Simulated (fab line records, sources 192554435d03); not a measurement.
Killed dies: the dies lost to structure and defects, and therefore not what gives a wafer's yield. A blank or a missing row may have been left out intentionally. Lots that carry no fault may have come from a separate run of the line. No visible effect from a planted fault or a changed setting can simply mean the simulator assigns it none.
Split-lot study ; flow n5_finfet ; 21 wafers read across 7 lots, on a route 1938 steps long

## ON THE SPLIT
At N5_BEOL_M2_TRENCH_ETCH_37 (etches SiOC in C4F6/O2, target depth 55.555 nm, time 29.2 s), the setting source_w was moved away from the recipe's 355 W on 9 of the 21 wafers read, by -8.6% to +16.6%. The other wafers ran this setting at the recipe's value.

## FROM THE SPLIT TO THE READING: what the file shows between them, 2 steps
- N5_BEOL_M2_ETCH_41: etches SiCN in CH3F/O2, target depth 29.9 nm, time 52.5 s
- N5_BEOL_M2_STRIP_97: strips in N2/H2, time 10 s

## THE READING
trench_depth_nm, in nm, at N5_BEOL_M2_OCD_MEAS_38. Typical for fault-free wafers on this fab line: 55.3 nm, with standard deviation 0.78 nm.

wafer;tool, chamber at the split;source_w as run, W;against the recipe;trench_depth_nm, nm;against lot-mates on the recipe
L074.3;rie_diel-04, 2;355;recipe;55.0;-
L074.5;rie_diel-04, 0;326.7;-8.0%;54.5;-0.5
L074.6;rie_diel-04, 1;326.7;-8.0%;52.7;-2.3
L078.2;rie_diel-04, 0;355;recipe;57.1;-
L078.5;rie_diel-04, 1;355;recipe;55.4;-
L078.6;rie_diel-04, 2;355;recipe;56.1;-
L079.1;rie_diel-01, 0;355;recipe;54.6;-
L079.2;rie_diel-01, 1;325.9;-8.2%;52.2;-2.8
L079.3;rie_diel-01, 2;355;recipe;55.5;-
L085.1;rie_diel-01, 0;382.2;+7.7%;57.8;+1.0
L085.3;rie_diel-01, 1;355;recipe;56.8;-
L085.6;rie_diel-01, 3;382.2;+7.7%;56.9;+0.1
L094.4;rie_diel-04, 3;324.4;-8.6%;52.9;-1.1
L094.5;rie_diel-04, 2;324.4;-8.6%;52.4;-1.6
L094.6;rie_diel-04, 1;355;recipe;54.0;-
L096.2;rie_diel-04, 0;414;+16.6%;59.9;+4.1
L096.3;rie_diel-04, 1;355;recipe;55.2;-
L096.6;rie_diel-04, 0;355;recipe;56.3;-
L097.2;rie_diel-04, 2;411.2;+15.8%;57.7;+2.9
L097.3;rie_diel-04, 1;355;recipe;54.9;-
L097.4;rie_diel-04, 3;355;recipe;54.7;-

THE FIT
A straight line over all 21 wafers: trench_depth_nm changes by +0.247 nm for each +1% of source_w; r = +0.89; the points scatter about the line by 0.93 nm.
The same after taking each lot's own level away (the mean of its wafers on the recipe; 21 wafers): +0.195 nm for each +1%; r = +0.90; scatter 0.69 nm.
Per that fit: largest source_w move, reading shift of 3.2 nm.
From 54.00 to 56.80 nm: that is the span of the lots' own levels, equal to 3.6 times the standard deviation above.
In other words, the slope is changed by the lot-to-lot level; the two fits disagree.
Check: +2.72 nm against its lot-mates is what the line predicts for one of the wafers moved furthest among these (+16.6%) when that wafer is left out of the fit. It came out at +4.15 nm against them.

## THE OTHER SPLITS THESE WAFERS WENT THROUGH
These wafers also went through other splits before the reading. Each is held against what the fit with the lots' levels taken away leaves over:
other split on the same wafers;wafers away from the commonest value;r with trench_depth_nm (lot level and that fit taken away)
N5_MOL_CONTACT_COAG_COAT_02 spin_rpm;4;+0.23
N5_MOL_CONTACT_COAG_ALD_27 ald_cycles;7;-0.34
N5_MOL_CONTACT_COAG_ALD_123 ald_cycles;8;-0.18
N5_MOL_CONTACT_COAG_ETCHBACK_135 time_s;8;-0.27
N5_MOL_CONTACT_COAG_VIA_ETCH_46 bias_w;9;+0.17
N5_BEOL_M0_SAQP_COAT_08 spin_rpm;7;+0.05

## THE WHOLE CHAIN: every reading that the file lists as answering this split, in the file's order
step;what it does;reading;change (the file's fit);r (the file's)
N5_BEOL_M2_TRENCH_ETCH_37;etches SiOC in C4F6/O2, target depth 55.555 nm, time 29.2 s;BEOL_M2.feature_depth_nm (the simulator's own value, which no gauge read);+0.201 nm for each +1% of the setting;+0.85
N5_BEOL_M2_TRENCH_ETCH_37;etches SiOC in C4F6/O2, target depth 55.555 nm, time 29.2 s;etch.depth_nm (the simulator's own value, which no gauge read);+0.204 nm for each +1% of the setting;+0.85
N5_BEOL_M2_OCD_MEAS_38;;trench_depth_nm;+0.209 nm for each +1% of the setting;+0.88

## THE FILE'S OWN FIT
trench_depth_nm changes by +0.209 nm for each +1% of source_w, r = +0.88.
